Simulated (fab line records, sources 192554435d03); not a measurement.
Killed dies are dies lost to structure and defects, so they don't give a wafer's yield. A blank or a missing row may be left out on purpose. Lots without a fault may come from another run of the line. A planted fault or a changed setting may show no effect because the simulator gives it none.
One fault seen from 3 desks | flow n5_finfet | each desk has only its own numbers; what lay behind them comes last

THE TOOL OWNER'S DESK: ald_sin-03
The tool's own readings at N5_BEOL_M1_ALD_98 (deposits SiO2, target thk 2.5 nm, pulse time 1 s, co reactant pulse time 1 s): means of the sampled wafers that have a number, for each lot that ran on this tool. A lot is out of limits, marked OUT, if its mean lies more than 4 standard deviations from the usual mean; the brackets give that distance.
Columns: A = heater_power_w at N5_BEOL_M1_ALD_98, usual 74 W; B = precursor_pulse_height_rel at N5_BEOL_M1_ALD_98, usual 0.999
lot  | first seen here | A  | B
L332 | day 7 11:11     | 70 | 1.005
L334 | day 7 18:52     | 72 | 1.008
L344 | day 10 09:09    | 74 | 1.005
L346 | day 10 18:43    | 80 | 1.001
This desk's finding: nothing out of limits on any of the 4 lots.

THE DEFECT DESK
What the inspections along the route counted, lot by lot: means of the sampled wafers that have a number. A lot is out of limits, marked OUT, if its mean lies more than 4 standard deviations from the usual mean; the brackets give that distance.
Columns: A = raw_defect_count at N5_BEOL_M1_INSPECT_30, usual 421
lot  | first seen here | A
L330 | day 6 21:01     | 523
L332 | day 7 10:42     | 307
L334 | day 7 18:41     | 422
L344 | day 10 08:59    | 310
L346 | day 10 18:33    | 341
L351 | day 11 18:25    | 457
This desk's finding: nothing out of limits on any of the 6 lots.

THE METROLOGY DESK
What the gauges read, lot by lot, whatever tool the lot ran on: means of the sampled wafers that have a number. A lot is out of limits, marked OUT, if its mean lies more than 4 standard deviations from the usual mean; the brackets give that distance. Of its 12 readings 7 are shown: those that lie furthest out on some lot.
Columns: A = DIBL_N at N5_BEOL_M4_RC_MEAS_101, usual 35.9 mV/V; B = IOFF_N at N5_BEOL_M4_RC_MEAS_101, usual 0.149 nA/um; C = IOFF_P at N5_BEOL_M4_RC_MEAS_101, usual 0.20 nA/um; D = ION_N at N5_BEOL_M4_RC_MEAS_101, usual 671 uA/um; E = SS_N at N5_BEOL_M4_RC_MEAS_101, usual 71.4 mV/dec; F = VT_N at N5_BEOL_M4_RC_MEAS_101, usual 251 mV; G = VT_P at N5_BEOL_M4_RC_MEAS_101, usual -251 mV
lot  | first seen here | A    | B     | C    | D   | E    | F   | G
L330 | day 6 20:55     | 33.5 | 0.126 | 0.16 | 660 | 71.2 | 254 | -257
L332 | day 7 10:37     | 34.8 | 0.144 | 0.20 | 668 | 71.5 | 252 | -252
L334 | day 7 18:37     | 35.9 | 0.146 | 0.17 | 671 | 72.2 | 251 | -255
L344 | day 10 08:53    | 37.0 | 0.143 | 0.19 | 676 | 71.2 | 252 | -252
L346 | day 10 18:28    | 36.1 | 0.132 | 0.17 | 665 | 71.5 | 252 | -254
L351 | day 11 18:20    | 36.3 | 0.177 | 0.21 | 685 | 71.7 | 249 | -250
This desk's finding: nothing out of limits on any of the 6 lots.

PUT TOGETHER
The tool owner's desk saw nothing out of limits.
The defect desk saw nothing out of limits.
The metrology desk saw nothing out of limits.

WHAT THE SIMULATOR HAD PUT IN
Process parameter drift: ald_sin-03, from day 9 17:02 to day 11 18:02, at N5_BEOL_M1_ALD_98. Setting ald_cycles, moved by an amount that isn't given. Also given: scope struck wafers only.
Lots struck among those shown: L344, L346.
